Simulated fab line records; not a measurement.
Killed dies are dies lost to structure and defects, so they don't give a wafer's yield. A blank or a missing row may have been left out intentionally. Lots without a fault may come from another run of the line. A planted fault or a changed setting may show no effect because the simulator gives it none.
Comparing a struck lot with a sound one || flow n5Finfet || 44 steps out of a route of 1938
Sound: these wafers, L413.3, L413.5, L413.6. The struck wafers were L426.3, L426.4. Last of all comes the cause.
Per side, at each step with rows, come the tool, then ch with its chambers, and then its first start. Under that, the readings that differ: sound wafers || struck wafers || difference of the means || sigmas: that difference in standard deviations of wafers without a fault.
alike: readings whose means differ by less than 2 such deviations, and words and numbers that are the same on both sides. not compared: withheld readings, readings that some wafer has no value for, bounds like >300 that may hide the same value, and numbers for which the record gives no deviation and whose values overlap.
A row with sigmas, a row that says differs or no value, or rows on one side alone: a step with any of these is where the two part. Numbers that have no deviation but don't overlap get no sigmas and don't part them. A reading missing from all wafers of one side parts the sides only when that side holds two or more wafers.

N5_BEOL_M8_TRENCH_ETCH_37: etches SiCOH lowk in C4F6/O2, target depth 93.478 nm, time 31.2 s.
  sound on rieDiel-05 ch 0,3; struck on rieDiel-05 ch 1,2
  alike: biasW, drypumpMotorCurrentA, oes_ar_750_au, oesProductAu, rfVppV, showerheadPlenumPTorr, throttleValvePct
  not compared: rfHoursCounterH
N5_BEOL_M8_ETCH_41: etches SiCN in CH3F/O2, target depth 31.9 nm, time 57.8 s.
  sound on rieDiel-05 ch 0,3; struck on rieDiel-05 ch 1,2
  alike: biasW, drypumpMotorCurrentA, oesProductAu, rfVppV, showerheadPlenumPTorr, throttleValvePct
  not compared: rfHoursCounterH
then, 1 step without rows for these wafers: N5_BEOL_M8_STRIP_80 (strips in N2/H2, time 10 s).
N5_BEOL_M8_OCD_MEAS_38:
  sound: ocd-01 at day 9 09:49; struck: ocd-01 at day 12 21:59
  alike: trenchDepthNm
then, 4 steps without rows for these wafers: N5_BEOL_M8_HM_STRIP_39 (strips TiN in peroxide tin strip, target depth 25 nm, time 158 s); N5_BEOL_M8_SRD_40 (time 30 s); N5_BEOL_M8_PRECLEAN_42 (cleans in residue remover, time 60 s); N5_BEOL_M8_SRD_43 (time 30 s).
N5_BEOL_M8_CD_MEAS_35: target cd 40 nm.
  sound: cdSem-01 at day 9 10:00; struck: cdSem-01 at day 12 22:08
  alike: cdNm
then, 3 steps without rows for these wafers: N5_BEOL_M8_CURE_75 (cures SiCOH lowk, time 120 s); N5_BEOL_M8_DEGAS_44 (time 60 s); N5_BEOL_M8_PRE_CLEAN_45 (time 30 s).
N5_BEOL_M8_ALD_77: deposits TaN, target thk 2 nm, pulse time 2 s, purge time 3 s.
  sound on aldMetal-03 ch 0,2,3, day 9 11:14; struck on aldMetal-01 ch 1,2, day 12 22:52
{"reading": "aldCycles", "sound": "40 40 40", "struck": "72 72", "difference": "+32", "sigmas": ""}
{"reading": "model.TaN_of_BEOL_M8_ALD_77.thkNm (nm)", "sound": "2 2 2", "struck": "3.6 3.6", "difference": "+1.6", "sigmas": ""}
  alike: heaterPowerW
then, 2 steps without rows for these wafers: N5_BEOL_M8_SURFACE_TREAT_79; N5_BEOL_M8_CVD_78 (deposits Co from CCTBA/H2, target thk 2 nm, time 142.3 s).
N5_BEOL_M8_SPUTTER_48: material Cu, target thk 10 nm, time 1.667 s.
  sound: pvdSputter-03 at day 9 11:49; struck: pvdSputter-02 at day 12 23:37
  alike: throttleValvePct
then, 3 steps without rows for these wafers: N5_BEOL_M8_ECD_50 (material Cu, target thk 300 nm); N5_BEOL_M8_ANNEAL_51 (time 90 s); N5_BEOL_M8_CMP_52 (polishes, stops on SiCOH lowk, t overpolish 6.9 s, target thk 80 nm).
N5_BEOL_M8_THK_MEAS_53: measures by xrf.
  sound: filmMetro-01 at day 9 12:50; struck: filmMetro-02 at day 13 00:26
  alike: M8_THK
then, 2 steps without rows for these wafers: N5_BEOL_M8_PRE_CLEAN_55 (time 15 s); N5_BEOL_M8_DEP_56 (deposits SiCN from 3MS/NH3, target thk 10 nm, time 17.5 s).
N5_BEOL_M8_RS_MEAS_57: the measuring method here is four-point-probe.
  sound: filmMetro-01 at day 9 12:58; struck: filmMetro-01 at day 13 00:34
  alike: M8_RS
N5_BEOL_M8_INSPECT_58: inspects for defects (darkfield).
  sound: defectInspect-02 at day 9 12:59; struck: defectInspect-02 at day 13 00:36
  alike: rawDefectCount
then, 1 step without rows for these wafers: N5_BEOL_M9_ILD_DEP_00 (deposits SiCOH lowk from DEMS/porogen, target thk 308.51 nm, time 58 s).
N5_BEOL_M9_CURE_71: cures SiCOH lowk, time 240 s.
  sound on uvCure-01 ch 0, day 9 13:16; struck on uvCure-03 ch 0, day 13 00:52
  alike: lampPowerPct, wafer_temp_C_max
N5_BEOL_M9_THK_MEAS_01:
  sound: filmMetro-02 at day 9 13:37; struck: filmMetro-01 at day 13 01:13
  alike: M9_ILD_THK
N5_BEOL_M9_PECVD_70: deposits SiO2 from TEOS/O2, target thk 20 nm, time 22.7 s.
  sound on pecvd-04 ch 0,1, day 9 13:41; struck on pecvd-03 ch 0,2, day 13 01:16
{"reading": "showerheadVppV (V)", "sound": "1507 1401 1497", "struck": "1298 1243", "difference": -198, "sigmas": -2}
{"reading": "throttleValvePct (%)", "sound": "23.9 22.9 23.6", "struck": "20.6 21.7", "difference": -2.3, "sigmas": -2}
  alike: heaterPowerW, showerheadPlenumPTorr
then, 9 steps without rows for these wafers: N5_BEOL_M9_HM_DEP_02 (deposits TiN, target thk 20 nm); N5_BEOL_M9_COAT_59 (time 60 s, resist thk 100 nm); N5_BEOL_M9_COAT_60 (time 60 s, resist thk 30 nm); N5_BEOL_M9_COAT_05 (resist thk 90 nm); N5_BEOL_M9_EBR_07; N5_BEOL_M9_SOFTBAKE_06 (time 60 s); N5_BEOL_M9_EXPOSE_08 (exposes mask M9); N5_BEOL_M9_PEB_09 (peb time 60 s); N5_BEOL_M9_DEVELOP_10 (develop time 30 s).
N5_BEOL_M9_CD_MEAS_11: target cd 64.1 nm.
  sound on cdSem-03 ch 0, day 9 15:40; struck on cdSem-01 ch 0, day 13 02:40
  alike: cdNm
N5_BEOL_M9_OVL_MEAS_12:
  sound on overlay-01 ch 0, day 9 15:41; struck on overlay-01 ch 0, day 13 02:41
  alike: M9_OVL
N5_BEOL_M9_INSPECT_13: inspects for defects (brightfield).
  sound: defectInspect-01 at day 9 15:43; struck: defectInspect-02 at day 13 02:43
  alike: rawDefectCount
then, 2 steps without rows for these wafers: N5_BEOL_M9_DESCUM_16 (chemistry O2, time 7.9 s); N5_BEOL_M9_ETCH_61 (etches SiARC in CF4, target depth 39 nm, time 65 s).
N5_BEOL_M15_RC_MEAS_101:
  sound on prober-01 ch 0, day 11 07:43; struck on prober-02 ch 0, day 14 21:10
{"reading": "SERP_M12 (ohm/um)", "sound": "0.666 0.658 0.674", "struck": "0.602 0.605", "difference": -0.063, "sigmas": -3}
{"reading": "SERP_M8 (ohm/um)", "sound": "15.7 15.2 15.1", "struck": "18.4 15.9", "difference": "+1.8", "sigmas": "+2"}
{"reading": "SERP_M8_max_site (ohm/um)", "sound": "16.1 15.6 15.4", "struck": "18.9 16.3", "difference": "+1.9", "sigmas": "+2"}
  alike: COMB_M10, COMB_M11, COMB_M12, COMB_M13, COMB_M14, COMB_M15, COMB_M5, COMB_M6, COMB_M7, COMB_M7_max_site, COMB_M8, COMB_M9, SERP_M10, SERP_M11, SERP_M13, SERP_M14, SERP_M5, SERP_M6, SERP_M6_max_site, SERP_M7, SERP_M9
N5_PASSIVATION_PROBE_49:
  sound: prober-02 at day 11 21:19; struck: prober-02 at day 15 12:56
  alike: defectLimitedYield, killed_at_M0_to_M3, killed_at_M4_up, killedAtContacts, killedAtFrontEnd, killedAtOther, killedDies, killedOpen, killedShort, sort_bin_5_function, sort_bin_6_memory, sort_bin_8_speed, sortNPass, sortYieldPct

## WHERE THEY PART
At N5_BEOL_M9_PECVD_70 first; at N5_BEOL_M15_RC_MEAS_101 last (within this record only). Later steps at which nothing parts them and some readings are alike: N5_PASSIVATION_PROBE_49.

WHY: whatever the simulator had introduced
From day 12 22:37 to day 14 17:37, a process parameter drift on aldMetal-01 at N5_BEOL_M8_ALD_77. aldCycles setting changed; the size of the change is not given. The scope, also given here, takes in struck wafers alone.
